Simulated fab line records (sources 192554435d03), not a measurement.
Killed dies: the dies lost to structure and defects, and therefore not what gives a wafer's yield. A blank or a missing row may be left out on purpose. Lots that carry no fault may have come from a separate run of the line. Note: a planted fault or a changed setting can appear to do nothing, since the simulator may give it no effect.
fab line records	flow n5_finfet
record lots=9	wafers=27	last_day=16
route steps=1938 shown BEOL_M0@720 BEOL_M1@751 BEOL_M4@1111 PASSIVATION@1936
lots untouched by any fault: they come from a run of this same line in which no faults occurred
start_h: start of the lot's first displayed wafer, in hours after the record's first day	wait_h: hours since the lot's step before	" unchanged from the row above	L1.1+2: several wafers, shown together as one row	- value missing, or start not given	* or withheld: withheld	< > ~ a bound
route shown NAME@n: NAME is a module with steps in the file, n the number in the route of the first one	usual: the fault-free wafers' mean and standard deviation	same: alike in all rows	chamber/n: place in a boat	sites: readings site by site	_std_site: how widely they spread, as a standard deviation	_edge_site: outer sites' mean less inner sites'	radius_mm: for every site, how far away it sits from the centre of the wafer	mask NAME#n: copy n	behind: tool/chamber where the wafer was last shaped	hold: the reason the lot was held/the length of the hold in hours/how it ended	device: whichever transistor did not switch (one of n, p or np)	end of line: the route-end tests of the same wafers	for a step that has no rows: nothing shown but its recipe	killed: dies that structure and defects cost at the first sort, which is not the same as the wafer's yield	map: the dies of a wafer, with x for killed, . for not killed, _ for no die there
set.NAME: the setting the step ran with; set.NAME@STEP: the setting that earlier step ran with	model.NAME: the simulator's own value behind a step, which no gauge read
one table for each step of the route and one row for each wafer, over a sample of lots
services: when a tool's chamber went out of use (start_h, in hours from the record's first day, below 0 if earlier), for how many hours, and the reason
## steps
# step N5_BEOL_M0_ETCH_128
# recipe chemistry=CF4/N2	target_depth_a=120	overetch_a=51	target=SiCN	time_s=21.4	ion_energy_ev=150	pressure_mtorr=40	source_w=430	bias_w=70	Ar_flow_sccm=100	cf4_flow_sccm=60	n2_flow_sccm=60
# usual cf4_flow_sccm=60.00/0.18	drypump_motor_current_A=5.7/0.45	n2_flow_sccm=59.99/0.18	oes_product_au=0.52/0.044	rf_vpp_V=382.8/1.7	showerhead_plenum_p_Torr=2.23/0.061	throttle_valve_pct=15.41/0.17
lot.wafer	tool	chamber	start_h	wait_h	cf4_flow_sccm	drypump_motor_current_A	n2_flow_sccm	oes_product_au	rf_hours_counter_h	rf_vpp_V	showerhead_plenum_p_Torr	throttle_valve_pct
L486.2	rie_diel-01	3	117.38	0.0	60.06	6.1	60.06	0.60	20	385.7	2.35	15.20
L486.3	"	2	"	"	60.14	4.8	60.17	0.51	157	380.3	2.12	15.51
L486.4	"	3	"	"	59.86	6.2	59.64	0.61	-	384.2	2.35	15.22
L490.1	rie_diel-03	1	135.02	0.0	60.01	5.4	59.89	0.53	125	381.8	2.22	15.19
L490.3	"	3	"	"	60.15	5.9	59.92	0.46	235	382.8	2.27	15.52
L490.6	"	2	"	"	60.10	5.2	60.17	0.54	-	382.2	2.21	15.28
L492.1	rie_diel-04	3	149.81	0.0	59.83	5.9	60.06	0.51	196	383.4	2.27	15.43
L492.2	"	1	"	"	59.90	6.0	59.82	0.60	33	383.7	2.25	15.46
L492.4	"	0	"	"	59.89	6.1	60.01	0.52	160	381.5	2.20	15.62
L495.1	rie_diel-03	0	175.59	0.0	60.04	5.3	60.15	0.55	103	386.3	2.31	15.17
L495.2	"	1	"	"	60.08	5.4	60.24	0.52	139	382.6	2.21	15.21
L495.4	"	2	"	"	59.71	5.2	59.83	0.53	167	383.2	2.20	15.29
L496.1	rie_diel-04	0	177.03	0.0	59.83	6.1	60.26	0.51	171	382.0	2.19	15.66
L496.3	"	1	"	"	59.65	6.0	59.97	0.58	41	382.0	2.24	15.49
L496.6	"	1	"	"	59.93	6.0	59.65	0.58	-	383.4	2.24	15.48
L503.2	rie_diel-04	1	215.58	0.2	60.22	6.0	59.67	0.56	54	383.1	2.24	15.51
L503.3	"	3	"	"	60.05	5.9	59.98	0.49	222	384.9	2.26	15.47
L503.4	"	1	"	"	60.16	6.0	59.64	0.57	-	381.9	2.24	15.51
L504.1	rie_diel-01	2	223.90	0.0	60.00	4.8	59.92	0.50	195	380.6	2.11	15.59
L504.2	"	1	"	"	60.20	5.1	60.09	0.47	256	382.6	2.27	15.53
L504.5	"	0	"	"	60.22	5.8	60.11	0.51	-	382.2	2.19	15.35
L505.2	rie_diel-04	0	231.62	0.0	60.03	6.1	59.93	0.50	192	381.4	2.18	15.69
L505.4	"	0	"	"	59.82	6.1	60.10	0.50	-	382.4	2.18	15.71
L505.6	"	1	"	"	60.37	6.0	59.54	0.58	-	383.8	2.24	15.51
L506.2	rie_diel-04	1	236.37	0.0	60.21	6.0	60.04	0.56	63	384.9	2.24	15.52
L506.5	"	0	"	"	60.01	6.1	60.12	0.50	-	380.9	2.18	15.69
L506.6	"	1	"	"	59.98	6.0	59.96	0.57	-	383.4	2.24	15.53
# step N5_BEOL_M1_ILD_DEP_00
# recipe material=SiOC	target_thk_a=790	temp_c=350	precursor=DEMS/O2	pressure_torr=5	rf_w=500	time_s=15.3
# usual chamber_pressure_Torr=5.000/0.01	heater_power_outer_w=289/72	heater_power_w=498/110	showerhead_plenum_p_Torr=5.695/0.016	showerhead_vpp_V=1380/64	throttle_valve_pct=12.1/0.5
lot.wafer	tool	chamber	start_h	wait_h	chamber_pressure_Torr	heater_power_outer_w	heater_power_w	showerhead_plenum_p_Torr	showerhead_vpp_V	throttle_valve_pct
L486.2	pecvd-01	0	119.94	0.0	4.979	272	452	5.698	1420	11.9
L486.3	"	2	"	"	4.992	312	565	5.706	1278	11.7
L486.4	"	2	"	"	4.986	317	576	5.713	1298	11.5
L490.1	pecvd-03	0	138.19	0.0	5.009	209	334	5.679	1335	12.5
L490.3	"	1	"	"	5.015	381	606	5.691	1367	12.5
L490.6	"	1	"	"	5.009	387	600	5.698	1345	12.6
L492.1	pecvd-01	0	154.29	0.0	4.992	241	402	5.675	1450	11.8
L492.2	"	2	"	"	5.014	329	593	5.713	1305	11.7
L492.4	"	1	"	"	4.995	284	551	5.704	1412	12.5
L495.1	pecvd-03	0	180.17	0.0	-	-	-	-	-	-
L495.2	"	2	"	"	-	-	-	-	-	-
L495.4	"	0	"	"	-	-	-	-	-	-
L496.1	pecvd-04	1	180.64	0.0	-	-	-	-	-	-
L496.3	"	2	"	"	-	-	-	-	-	-
L496.6	"	2	"	"	-	-	-	-	-	-
L503.2	pecvd-04	0	219.62	0.0	5.005	364	646	5.702	1487	11.6
L503.3	"	1	"	"	5.010	361	604	5.695	1484	12.7
L503.4	"	2	"	"	4.997	357	590	5.705	1314	11.2
L504.1	pecvd-03	2	226.89	0.0	5.004	199	388	5.703	1360	12.3
L504.2	"	1	"	"	4.989	387	609	5.699	1349	12.7
L504.5	"	1	"	"	4.981	299	489	5.705	1346	12.5
L505.2	pecvd-04	0	236.20	0.0	5.016	273	531	5.697	1435	11.5
L505.4	"	2	"	"	5.000	362	590	5.717	1305	11.2
L505.6	"	0	"	"	5.021	286	534	5.703	1455	11.4
L506.2	pecvd-03	2	239.49	0.0	5.009	145	313	5.676	1389	12.2
L506.5	"	1	"	"	5.006	370	585	5.706	1327	12.7
L506.6	"	2	"	"	4.989	148	311	5.679	1373	11.8
# step N5_BEOL_M1_PECVD_72
# recipe material=SiO2	target_thk_a=160	temp_c=400	precursor=TEOS/O2	pressure_torr=5.5	rf_w=450	teos_flow_sccm=53.8	gas=O2	flow_sccm=3000	time_s=18
# usual heater_power_w=746/120	showerhead_plenum_p_Torr=8.79/0.062	showerhead_vpp_V=1323/65	throttle_valve_pct=22.6/0.93
lot.wafer	tool	chamber	start_h	wait_h	heater_power_w	showerhead_plenum_p_Torr	showerhead_vpp_V	throttle_valve_pct
L486.2	pecvd-04	1	120.04	0.0	839	8.79	1423	23.6
L486.3	"	0	"	"	780	8.79	1391	21.5
L486.4	"	1	"	"	795	8.75	1426	23.9
L490.1	pecvd-04	2	138.29	0.0	722	8.86	1241	20.6
L490.3	"	1	"	"	840	8.75	1419	23.5
L490.6	"	0	"	"	855	8.79	1368	21.4
L492.1	pecvd-04	1	154.39	0.0	909	8.76	1416	23.9
L492.2	"	0	"	"	894	8.81	1366	21.6
L492.4	"	1	"	"	887	8.74	1426	23.8
L495.1	pecvd-01	2	180.28	0.0	891	8.88	1231	21.8
L495.2	"	0	"	"	673	8.77	1365	22.5
L495.4	"	1	"	"	842	8.83	1360	22.9
L496.1	pecvd-04	2	180.90	0.0	881	8.88	1250	20.6
L496.3	"	1	"	"	752	8.77	1425	23.7
L496.6	"	1	"	"	784	8.78	1435	23.6
L503.2	pecvd-03	1	219.73	0.0	740	8.84	1269	23.2
L503.3	"	0	"	"	527	8.66	1265	23.4
L503.4	"	2	"	"	466	8.74	1308	22.9
L504.1	pecvd-01	1	226.99	0.0	857	8.84	1324	23.2
L504.2	"	0	"	"	687	8.76	1356	22.4
L504.5	"	1	"	"	846	8.81	1404	23.0
L505.2	pecvd-03	2	236.31	0.0	488	8.73	1291	23.0
L505.4	"	0	"	"	516	8.68	1260	23.3
L505.6	"	2	"	"	479	8.77	1302	22.9
L506.2	pecvd-04	2	239.59	0.0	778	8.84	1252	21.1
L506.5	"	2	"	"	779	8.85	1236	20.8
L506.6	"	0	"	"	909	8.79	1376	21.6
# step N5_BEOL_M1_CD_MEAS_11
# recipe target_cd_nm=17.05	landing_energy_ev=500	detector=se_inlens	polarity=opening
# usual cd_nm=17.16/0.25
lot.wafer	tool	chamber	start_h	wait_h	cd_nm
L486.2	cd_sem-01	0	122.05	-	17.36
L486.3	"	0	"	"	17.13
L486.4	"	0	"	"	17.32
L490.1	cd_sem-01	0	139.29	-	17.28
L490.3	"	0	"	"	17.15
L490.6	"	0	"	"	17.39
L492.1	cd_sem-03	0	155.52	-	17.28
L492.2	"	0	"	"	16.94
L492.4	"	0	"	"	16.96
L495.1	cd_sem-01	0	182.38	-	17.20
L495.2	"	0	"	"	17.01
L495.4	"	0	"	"	17.00
L496.1	cd_sem-02	0	184.92	-	17.19
L496.3	"	0	"	"	17.41
L496.6	"	0	"	"	17.27
L503.2	cd_sem-03	0	221.79	-	17.08
L503.3	"	0	"	"	17.16
L503.4	"	0	"	"	17.38
L504.1	cd_sem-03	0	229.14	-	16.55
L504.2	"	0	"	"	16.79
L504.5	"	0	"	"	17.08
L505.2	cd_sem-01	0	237.31	-	16.73
L505.4	"	0	"	"	16.97
L505.6	"	0	"	"	17.20
L506.2	cd_sem-03	0	240.37	-	17.30
L506.5	"	0	"	"	16.99
L506.6	"	0	"	"	16.97
# step N5_BEOL_M1_OCD_MEAS_38
# usual trench_depth_nm=55.1/0.98
lot.wafer	tool	chamber	start_h	wait_h	trench_depth_nm
L486.2	ocd-02	-	125.09	-	54.1
L486.3	"	-	"	"	54.4
L486.4	"	-	"	"	53.5
L490.1	ocd-02	-	144.06	-	54.1
L490.3	"	-	"	"	54.0
L490.6	"	-	"	"	54.5
L492.1	ocd-01	-	157.88	-	54.4
L492.2	"	-	"	"	55.7
L492.4	"	-	"	"	54.3
L495.1	ocd-02	-	198.73	-	-
L495.2	"	-	"	"	-
L495.4	"	-	"	"	-
L496.1	ocd-01	-	203.46	-	-
L496.3	"	-	"	"	-
L496.6	"	-	"	"	-
L503.2	ocd-02	-	224.42	-	54.4
L503.3	"	-	"	"	54.7
L503.4	"	-	"	"	57.1
L504.1	ocd-02	-	231.96	-	54.8
L504.2	"	-	"	"	55.2
L504.5	"	-	"	"	55.9
L505.2	ocd-01	-	243.32	-	53.4
L505.4	"	-	"	"	55.1
L505.6	"	-	"	"	54.2
L506.2	ocd-02	-	243.32	-	57.2
L506.5	"	-	"	"	57.1
L506.6	"	-	"	"	57.2
# step N5_BEOL_M4_RC_MEAS_101
# usual DIBL_N=36.2/1.7	DIBL_P=36.2/2.2	IOFF_N=0.16/0.035	IOFF_P=0.21/0.042	ION_N=673/13	ION_P=462/7.9	SS_N=71.4/0.59	SS_P=73.2/0.7	VT_N=250/3.6	VT_P=-251/3.5
lot.wafer	tool	chamber	start_h	wait_h	DIBL_N[mV/V]	DIBL_P[mV/V]	IOFF_N[nA/um]	IOFF_P[nA/um]	ION_N[uA/um]	ION_P[uA/um]	SS_N[mV/dec]	SS_P[mV/dec]	VT_N[mV]	VT_P[mV]
L486.2	prober-01	0	158.81	0.2	39.5	39.9	0.20	0.24	672	458	72.9	74.6	248	-248
L486.3	"	0	"	"	37.5	36.7	0.17	0.20	681	461	71.9	74.5	253	-251
L486.4	"	0	"	"	34.2	33.5	0.11	0.15	642	443	71.0	72.4	256	-256
L490.1	prober-02	0	178.17	0.0	35.5	34.9	0.14	0.19	667	464	70.9	73.4	251	-251
L490.3	"	0	"	"	34.1	33.8	0.12	0.18	673	467	70.8	72.8	250	-254
L490.6	"	0	"	"	36.4	35.9	0.17	0.21	689	467	71.2	72.6	247	-250
L492.1	prober-01	0	196.32	0.0	35.6	38.0	0.17	0.21	681	456	71.0	72.9	252	-250
L492.2	"	0	"	"	34.7	36.0	0.14	0.18	662	454	71.7	73.0	250	-253
L492.4	"	0	"	"	38.1	39.9	0.20	0.23	681	458	71.8	74.0	249	-251
L503.2	prober-02	0	277.09	0.2	36.2	35.5	0.16	0.21	670	465	71.2	73.1	251	-249
L503.3	"	0	"	"	35.4	35.1	0.16	0.21	677	468	71.6	73.0	249	-249
L503.4	"	0	"	"	36.9	37.5	0.17	0.24	676	462	72.2	73.1	249	-249
L504.1	prober-02	0	281.11	0.0	32.5	32.9	0.10	0.15	654	455	71.2	72.3	256	-254
L504.2	"	0	"	"	32.4	31.6	0.10	0.14	648	446	70.5	72.4	256	-255
L504.5	"	0	"	"	32.2	30.7	0.09	0.13	648	446	70.4	72.3	258	-258
L506.2	prober-02	0	284.14	0.2	36.3	37.8	0.16	0.21	675	458	70.9	73.4	251	-251
L506.5	"	0	"	"	35.5	35.8	0.14	0.19	671	461	70.7	73.3	252	-251
L506.6	"	0	"	"	34.4	34.4	0.12	0.16	667	454	71.0	73.1	253	-254
L505.2	prober-01	0	287.95	0.2	35.2	34.0	0.13	0.18	668	460	71.4	72.7	250	-253
L505.4	"	0	"	"	37.4	36.2	0.18	0.22	685	467	71.3	72.8	245	-251
L505.6	"	0	"	"	36.4	34.2	0.15	0.19	661	455	70.8	73.1	249	-252
# step N5_PASSIVATION_PROBE_49
# usual defect_limited_yield=91.4/1.4	killed_at_M0_to_M3=31/10	killed_at_M4_up=14/5.6	killed_at_contacts=13/6.3	killed_at_front_end=39/10	killed_at_other=4/3.1	killed_dies=101/16	killed_on_rim=13/3.9	killed_open=65/13	killed_short=34/7.2	sort_bin_5_function=5.1/0.88	sort_bin_6_memory=3.2/0.66	sort_bin_8_speed=0.00/0.007	sort_n_pass=1079/16	sort_yield_pct=91.4/1.4
# same gross_dies=1180	killed_at_back_side=0	sort_bin_4_leakage[%]=0
lot.wafer	tool	chamber	start_h	wait_h	defect_limited_yield[%]	killed_at_M0_to_M3	killed_at_M4_up	killed_at_contacts	killed_at_front_end	killed_at_other	killed_dies	killed_on_rim	killed_open	killed_short	sort_bin_5_function[%]	sort_bin_6_memory[%]	sort_bin_8_speed[%]	sort_n_pass	sort_yield_pct[%]
L492.1	prober-01	-	294.80	0.0	93.8	23	6	10	32	2	73	9	44	27	3.6	2.5	0	1107	93.8
L492.2	prober-01	-	294.85	0.1	91.5	37	13	14	34	2	100	7	74	26	5.3	3.0	0	1080	91.5
L492.4	prober-01	-	294.95	0.2	93.1	31	9	4	34	3	81	13	51	29	3.6	2.9	0	1099	93.1
L495.1	prober-02	-	332.68	0.1	0	1172	0	2	5	1	1180	152	10	8	70.3	2.9	0	0	0
L495.2	prober-02	-	332.73	0.1	0	1173	2	1	4	0	1180	152	8	4	70.2	3.2	0	0	0
L495.4	prober-02	-	332.83	0.2	0	1170	2	3	5	0	1180	152	8	6	74.2	2.6	0	0	0
L496.1	prober-01	-	344.96	0.0	0	1166	4	3	6	1	1180	152	11	5	73.6	2.9	0	0	0
L496.3	prober-01	-	345.06	0.1	0	1165	4	2	8	1	1180	152	15	2	73.3	3.0	0	0	0
L496.6	prober-01	-	345.21	0.3	0	1168	1	5	6	0	1180	152	9	5	71.4	3.1	0	0	0
# killed by level:class
L492.1 FIN_SAQP:geometric_particle:open=8 MOL_CONTACT_COAG:geometric_particle:open=7 FIN_SAQP:geometric_particle:short=6 BEOL_M0_SAQP:geometric_particle:open=6 GATE_CUT:geometric_particle:short=4 BEOL_M1:geometric_particle:short=4 MOL_CONTACT_COAG:geometric_particle:short=3 BEOL_M2:geometric_particle:open=3
L492.2 BEOL_M3:geometric_particle:open=16 MOL_CONTACT_COAG:geometric_particle:open=13 FIN_SAQP:geometric_particle:short=7 BEOL_M0_SAQP:geometric_particle:short=6 STI_FIN_REVEAL:geometric_particle:open=5 BEOL_M2:geometric_particle:open=5 DUMMY_GATE:geometric_particle:open=4 BEOL_M0_SAQP:geometric_particle:open=4
L492.4 BEOL_M0_SAQP:geometric_particle:open=13 FIN_SAQP:geometric_particle:short=10 BEOL_M0_SAQP:geometric_particle:short=7 FIN_SAQP:geometric_particle:open=6 BEOL_M1:geometric_particle:open=5 BEOL_M8:geometric_particle:open=4 MOL_CONTACT_COAG:geometric_particle:open=3 BEOL_M7:geometric_particle:open=3
L495.1 BEOL_M1:lost_pattern=1159 BEOL_M0_SAQP:geometric_particle:short=5 BEOL_M0_SAQP:geometric_particle:open=3 BEOL_M1:area_dep=3 STI_FIN_REVEAL:geometric_particle:open=2 MOL_CONTACT_COAG:geometric_particle:open=2 FIN_SAQP:geometric_particle:short=1 DUMMY_GATE:geometric_particle:open=1
L495.2 BEOL_M1:lost_pattern=1163 BEOL_M1:area_dep=5 FIN_SAQP:geometric_particle:open=2 BEOL_M0_SAQP:geometric_particle:short=2 FIN_SAQP:geometric_particle:short=1 MOL_CONTACT_COAG:geometric_particle:open=1 BEOL_M0_SAQP:geometric_particle:open=1 BEOL_M2:geometric_particle:open=1
L495.4 BEOL_M1:lost_pattern=1157 BEOL_M1:area_dep=8 MOL_CONTACT_COAG:geometric_particle:open=3 BEOL_M0_SAQP:geometric_particle:short=3 FIN_SAQP:geometric_particle:short=2 SPACER0:geometric_particle:open=1 GATE_CUT:geometric_particle:short=1 BEOL_M0_SAQP:geometric_particle:open=1
L496.1 BEOL_M1:lost_pattern=1159 BEOL_M1:area_dep=5 FIN_SAQP:geometric_particle:open=2 MOL_CONTACT_COAG:geometric_particle:open=2 BEOL_M4:geometric_particle:open=2 FIN_SAQP:geometric_particle:short=1 ILD0:geometric_particle:short=1 MOL_CONTACT_COAG:geometric_particle:short=1
L496.3 BEOL_M1:lost_pattern=1158 BEOL_M1:area_dep=5 FIN_SAQP:geometric_particle:open=3 STI_FIN_REVEAL:geometric_particle:open=3 MOL_CONTACT_COAG:geometric_particle:open=2 BEOL_M7:geometric_particle:open=2 STARTING-WAFER:geometric_particle:open=2 BEOL_M0_SAQP:geometric_particle:short=1
L496.6 BEOL_M1:lost_pattern=1160 BEOL_M1:area_dep=6 MOL_CONTACT_COAG:geometric_particle:open=4 FIN_CUT:geometric_particle:open=1 STI_FIN_REVEAL:geometric_particle:open=1 STI_FIN_REVEAL:geometric_particle:short=1 DUMMY_GATE:geometric_particle:short=1 HKMG_FIN:geometric_particle:short=1
## services
tool	chamber	start_h	hours	kind
rie_diel-01	0	112.49	8.4	repair
pecvd-01	0	121.18	2.1	scheduled_down
pecvd-04	-	125.98	2.8	pm
rie_diel-03	-	150.21	4.3	pm
pecvd-03	0	156.29	5.5	scheduled_down
rie_diel-04	1	161.52	5.3	repair
pecvd-01	2	169.32	2.1	scheduled_down
pecvd-04	0	178.14	6.4	repair
rie_diel-03	3	180.27	-	clean
rie_diel-03	3	180.27	-	consumable_replace:focus_ring
rie_diel-03	3	180.27	28.1	scheduled_down
rie_diel-03	3	180.27	28.1	vent_cycle
pecvd-01	-	191.71	0.4	repair
rie_diel-01	3	191.98	14.3	repair
pecvd-01	2	202.38	-	clean
pecvd-01	2	202.38	-	consumable_replace:showerhead
pecvd-01	2	202.38	29.0	scheduled_down
pecvd-01	2	202.38	29.0	vent_cycle
rie_diel-04	2	210.28	-	clean
rie_diel-04	2	210.28	-	consumable_replace:focus_ring
rie_diel-04	2	210.28	22.0	scheduled_down
rie_diel-04	2	210.28	22.0	vent_cycle
rie_diel-03	-	211.67	1.7	repair
## key
first_sign step=N5_BEOL_M1_ILD_DEP_00	reading=tool_record	direction=missing
effect step=N5_BEOL_M1_OCD_MEAS_38	reading=trench_depth_nm	direction=missing
effect step=N5_PASSIVATION_PROBE_49	reading=killed_at_M0_to_M3	direction=up	sigmas=99+	usual=31	struck=1169
met_at N5_BEOL_M1_ILD_DEP_00
struck_lots L495,L496
later_rows_left_out L495.1,L495.2,L495.4,L496.1,L496.3,L496.6
not_acting_at N5_BEOL_M0_ETCH_128,N5_BEOL_M1_PECVD_72,N5_BEOL_M1_CD_MEAS_11
onset_between 138.19 180.17
fault kind=skipped_step_whole	tool=pecvd-03,pecvd-04	chamber=-	onset_h=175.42	steps=N5_BEOL_M1_ILD_DEP_00	scope=struck_lots_only
# later_rows_left_out: the simulator's readings of these wafers behind a module that went badly wrong aren't trusted and aren't shown, but for the sort
